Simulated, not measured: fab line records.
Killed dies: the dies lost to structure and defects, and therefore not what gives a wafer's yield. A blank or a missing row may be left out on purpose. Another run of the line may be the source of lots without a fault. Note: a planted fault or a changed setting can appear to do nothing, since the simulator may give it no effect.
A lot that was struck, set against a sound lot ; flow nand-harc ; 42 steps out of a route of 1302
Sound: these wafers, L394.1, L394.5, L394.6. Struck: wafer L389.1. (L389.2, L389.5 of the same lot were not struck and are left out.) The cause comes at the end.
Each step with rows lists, per side, the tool, then ch with its chambers, then its first start. Under that, the readings that differ: sound wafers ; struck wafers ; difference of the means ; sigmas: that difference in standard deviations of wafers without a fault.
alike: words and numbers the same on both sides, and readings whose means are apart by under 2 such deviations; not compared: readings that were withheld, readings missing a value for some wafer, numbers with overlapping values and no deviation given by the record, and bounds like >300 which may hide the same value.
Wherever a step has rows on one side only, a row that says differs or no value, or a row with sigmas, the two part there. Numbers that don't overlap but have no deviation are shown without sigmas and don't part them. A reading that every wafer of one side lacks parts them only if that side has two wafers or more.

first, 2 steps without rows for these wafers: NHARC_A_CONTACT_ETCH_51 (etches the open film in O2/COS, target depth 7000 nm, time 1820 s); NHARC_A_CONTACT_ETCH_111 (etches the open film in C4F8/O2/Ar, time 140 s, target depth 700 nm).
NHARC_A_CONTACT_ETCH_112: etches the open film in C4F8/O2/Ar, time 190 s, target depth 1850 nm.
  sound on har-cap-etch-02 ch 0,1, day 27 05:57; struck on har-cap-etch-03 ch 1, day 25 05:47
  not compared: rf-hours-counter-h
then, 4 steps without rows for these wafers: NHARC_A_CONTACT_ETCH_113 (etches the open film in C4F8/O2/Ar, time 190 s, target depth 1850 nm); NHARC_A_CONTACT_ETCH_114 (etches the open film in C4F8/O2/Ar, time 190 s, target depth 1850 nm); NHARC_A_CONTACT_ETCH_115 (etches the open film in C4F8/O2/Ar, time 190 s, target depth 1850 nm); NHARC_A_CONTACT_ETCH_116 (etches the open film in C4F8/O2/Ar, time 190 s, target depth 1850 nm).
NHARC_A_CONTACT_ETCH_117: etches the open film in C4F8/O2/Ar, time 190 s, target depth 1850 nm.
  sound on har-cap-etch-02 ch 0,1, day 27 06:49; struck on har-cap-etch-03 ch 1, day 25 06:38
  not compared: rf-hours-counter-h
NHARC_A_CONTACT_ETCH_118: etches the open film in C4F8/O2/Ar, time 190 s, target depth 1850 nm.
  sound on har-cap-etch-02 ch 0,1, day 27 06:59; struck on har-cap-etch-03 ch 1, day 25 06:49
  not compared: rf-hours-counter-h
then, 3 steps without rows for these wafers: NHARC_A_CONTACT_ETCH_119 (etches the open film in C4F8/O2/Ar, time 190 s, target depth 1850 nm); NHARC_A_CONTACT_ETCH_120 (etches the open film in C4F8/O2/Ar, time 190 s, target depth 1850 nm); NHARC_A_CONTACT_ETCH_121 (etches the open film in C4F8/O2/Ar, time 190 s, target depth 1850 nm).
NHARC_A_CONTACT_ETCH_122: etches the open film in C4F8/O2/Ar, time 190 s, target depth 1850 nm.
  sound on har-cap-etch-02 ch 0,1, day 27 07:40; struck on har-cap-etch-03 ch 1, day 25 07:30
  not compared: rf-hours-counter-h
then, 1 step without rows for these wafers: NHARC_A_CONTACT_ETCH_123 (etches the open film in C4F8/O2/Ar, time 490 s, target depth 2110 nm).
NHARC_A_CONTACT_ETCH_90: etches the open film in CH3F/O2, target depth 40 nm, time 85.7 s.
  sound on rie-diel-11 ch 0,1,2, day 27 08:50; struck on rie-diel-13 ch 2, day 25 08:38
  alike: drypump-motor-current-A, oes-product-au, rf-vpp-V, showerhead-plenum-p-Torr, throttle-valve-pct
  not compared: rf-hours-counter-h
then, 1 step without rows for these wafers: NHARC_A_CONTACT_ETCH_96 (etches the open film in C4F6/O2, target depth 20 nm, time 10 s).
NHARC_A_CONTACT_CD_MEAS_53:
  sound on cd-sem-03, day 27 09:00; struck on cd-sem-02, day 25 08:52
  alike: cd-nm
then, 18 steps without rows for these wafers: NHARC_A_CONTACT_STRIP_99 (strips in N2/H2); NHARC_A_CONTACT_STRIP_100 (strips in CF4/CHF3); NHARC_A_CONTACT_STRIP_101 (strips in O2/COS); NHARC_A_CONTACT_ETCH_102 (etches the open film in CF4/O2, target depth 100 nm, overetch 10 nm, time 55 s); NHARC_A_CONTACT_STRIP_55 (strips in O2); NHARC_A_CONTACT_STRIP_56 (strips in post etch residue remover, time 600 s); NHARC_A_CONTACT_DEP_57 (deposits aC, target thk 5300 nm); NHARC_A_CONTACT_DEP_58 (deposits SiON, target thk 90 nm); NHARC_A_CONTACT_DEHYDRATE_59 (time 120 s); NHARC_A_CONTACT_HMDS_60 (time 30 s); NHARC_A_CONTACT_COAT_61 (time 75 s); NHARC_A_CONTACT_COAT_62 (time 65 s); NHARC_A_CONTACT_COAT_63 (resist thk 90 nm); NHARC_A_CONTACT_SOFTBAKE_64 (time 55 s); NHARC_A_CONTACT_EBR_65; NHARC_A_CONTACT_EXPOSE_66 (exposes mask A CC 2); NHARC_A_CONTACT_PEB_67 (peb time 65 s); NHARC_A_CONTACT_DEVELOP_68 (develop time 35 s).
NHARC_A_CONTACT_CD_MEAS_69: target cd 300 nm.
  sound on cd-sem-03 ch 0, day 27 14:34; struck on cd-sem-03 ch 0, day 25 13:58
  alike: cd-nm
NHARC_A_CONTACT_OVL_MEAS_70:
  sound on overlay-02, day 27 14:39; struck on overlay-02, day 25 14:04
  alike: overlay-x-nm, overlay-y-nm
NHARC_A_CONTACT_DESCUM_74: chemistry O2, time 3 s.
  sound on rie-diel-13 ch 1,2, day 27 14:46; struck on rie-diel-10 ch 2, day 25 14:10
reading;sound;struck;difference;sigmas
oes-product-au (a.u.);0.992 0.981 0.992;1.013;+0.025;+2
showerhead-plenum-p-Torr (Torr);1.80 1.80 1.78;2.06;+0.27;+3
  alike: drypump-motor-current-A, rf-vpp-V, throttle-valve-pct
  not compared: rf-hours-counter-h
then, 3 steps without rows for these wafers: NHARC_A_CONTACT_ETCH_75 (etches the open film in CF4, target depth 39 nm, time 65 s); NHARC_A_CONTACT_ETCH_76 (etches the open film in N2/H2, target depth 260 nm, time 475.3 s); NHARC_A_CONTACT_ETCH_77 (etches the open film in CF4/CHF3, target depth 108.9 nm, time 54.5 s).
-- jump in the record: it breaks off in module A_CONTACT and resumes in module END (first step shown: number 1302 of the route), and 3 days separate the struck wafers' starts before and after --
NHARC_END_SORT_01:
  at this point the record logs the struck wafers (prober-02 ch 0, day 28 05:22) and has no rows for the sound ones

== WHERE THEY PART ==
At NHARC_A_CONTACT_DESCUM_74 first; at NHARC_END_SORT_01 last (within this record only).

WHY: what the simulator had put in
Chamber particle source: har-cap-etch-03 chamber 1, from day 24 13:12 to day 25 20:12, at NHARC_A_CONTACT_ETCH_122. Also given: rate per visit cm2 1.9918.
